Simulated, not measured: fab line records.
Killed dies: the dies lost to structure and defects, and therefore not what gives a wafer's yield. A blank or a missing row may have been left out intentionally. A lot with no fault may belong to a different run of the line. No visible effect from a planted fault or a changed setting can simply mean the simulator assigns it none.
Chamber matching :: flow n5 finfet :: N5_BEOL_M12_CMP_49 on cmp-03: 4 sister chambers
The step polishes, stops on SiOC, t overpolish 20.6 s, target thk 320 nm. 8 wafers are shown with their chamber, then 7 later ones without.

== EACH WAFER AND ITS CHAMBER ==
wafer: L081.6
chamber: 1
motor current A (A): 5.8
clearing platen down force psi (psi): 1.4973

wafer: L087.1
chamber: 2
motor current A (A): 7.0
clearing platen down force psi (psi): 1.4992

wafer: L087.3
chamber: 0
motor current A (A): 5.8
clearing platen down force psi (psi): 1.5011

wafer: L090.1
chamber: 1
motor current A (A): 5.3
clearing platen down force psi (psi): 1.4980

wafer: L090.4
chamber: 3
motor current A (A): 6.7
clearing platen down force psi (psi): 1.5033

wafer: L090.5
chamber: 2
motor current A (A): 7.2
clearing platen down force psi (psi): 1.5008

wafer: L094.1
chamber: 0
motor current A (A): 6.0
clearing platen down force psi (psi): 1.5022

wafer: L094.4
chamber: 3
motor current A (A): 7.4
clearing platen down force psi (psi): 1.5022

== WAFERS WITHOUT THEIR CHAMBER ==
wafer: L094.6
motor current A (A): 6.2
clearing platen down force psi (psi): 1.4994

wafer: L097.3
motor current A (A): 6.4
clearing platen down force psi (psi): 1.5015

wafer: L097.4
motor current A (A): 7.0
clearing platen down force psi (psi): 1.5038

wafer: L097.6
motor current A (A): 7.3
clearing platen down force psi (psi): 1.5053

wafer: L096.3
motor current A (A): 6.4
clearing platen down force psi (psi): 1.4976

wafer: L096.4
motor current A (A): 5.9
clearing platen down force psi (psi): 1.5032

wafer: L096.5
motor current A (A): 7.1
clearing platen down force psi (psi): 1.5009

== CHAMBER TAKEN BY EACH ==
wafer: L094.6
from the rows above: can't be placed: 0 or 2 or 1 or 3
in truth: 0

wafer: L097.3
from the rows above: can't be placed: 0 or 3 or 2
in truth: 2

wafer: L097.4
from the rows above: 3
in truth: 3

wafer: L097.6
from the rows above: 3
in truth: 3

wafer: L096.3
from the rows above: can't be placed: 1 or 2
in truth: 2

wafer: L096.4
from the rows above: can't be placed: 0 or 3
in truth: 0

wafer: L096.5
from the rows above: can't be placed: 2 or 3
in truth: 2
Placed correctly: 2 of 7. From these rows, 5 cannot be placed; in 5 the true chamber is one of the candidates. Wrongly placed: 0.
How it was worked out, from the rows above alone: a wafer's distance from a chamber is the root of the sum, over the readings, of the square of ((its reading less the chamber's mean) divided by the reading's scatter). The wafer belongs to the nearest chamber; if the next one is less than 2 further off, it can't be placed. For every chamber, the mean is computed from those of its wafers that are shown. The scatter is the square root of a quotient: the sum, over the shown wafers, of each reading's squared deviation from its chamber's mean, divided by wafers minus chambers.
